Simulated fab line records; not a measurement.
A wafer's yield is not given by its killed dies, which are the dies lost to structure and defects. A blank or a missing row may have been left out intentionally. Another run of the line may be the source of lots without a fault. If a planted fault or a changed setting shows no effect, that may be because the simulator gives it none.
Which tool is to blame? -- flow nand_harc -- 12 lots, 36 wafers sampled, at 1 step of a route of 1302

== WHAT THE GAUGES READ, wafer by wafer ==
NHARC_P_CONTACT_INSPECT_27.
lot,measured,on,raw_defect_count
L076,day 6 23:37,defect_inspect-01,282 285 185
L077,day 7 06:10,defect_inspect-01,153 317 159
L079,day 8 02:14,defect_inspect-02,233 372 337
L081,day 8 21:14,defect_inspect-02,145 387 459
L083,day 9 17:01,defect_inspect-02,306 208 289
L085,day 10 11:10,defect_inspect-01,189 184 260
L087,day 11 09:08,defect_inspect-02,413 352 609
L089,day 12 03:44,defect_inspect-01,230 157 144
L091,day 12 19:07,defect_inspect-01,269 201 199
L093,day 14 04:17,defect_inspect-02,916 458 411
L095,day 14 22:48,defect_inspect-01,160 307 317
L097,day 15 16:23,defect_inspect-01,89 160 139

== TOOL THAT RAN EACH LOT (tool first, then ch and the chambers of the sampled wafers, then the start) ==
Record: no process step prior to these readings.

== THE ANSWER, worked out from the rows above alone ==
Rule: usual is defined by the lots themselves. Put in order of their means at a reading, lots are off if they are a third of the lots or fewer, leave a main group of 4 or more, and stand apart from it by a gap of 3 or more times the standard deviation of the main group's means; of several such gaps the widest counts. The tables above print the reading to a certain number of digits; a main group whose means all agree to those digits is not used. A lot without any number at a reading at which 4 lots or more have one is off too. Where the step has rows for the other lots, those lots are counted as sound.
No lot is off at any reading shown: from this, nothing can be told.

== WHAT THE SIMULATOR HAD INSERTED ==
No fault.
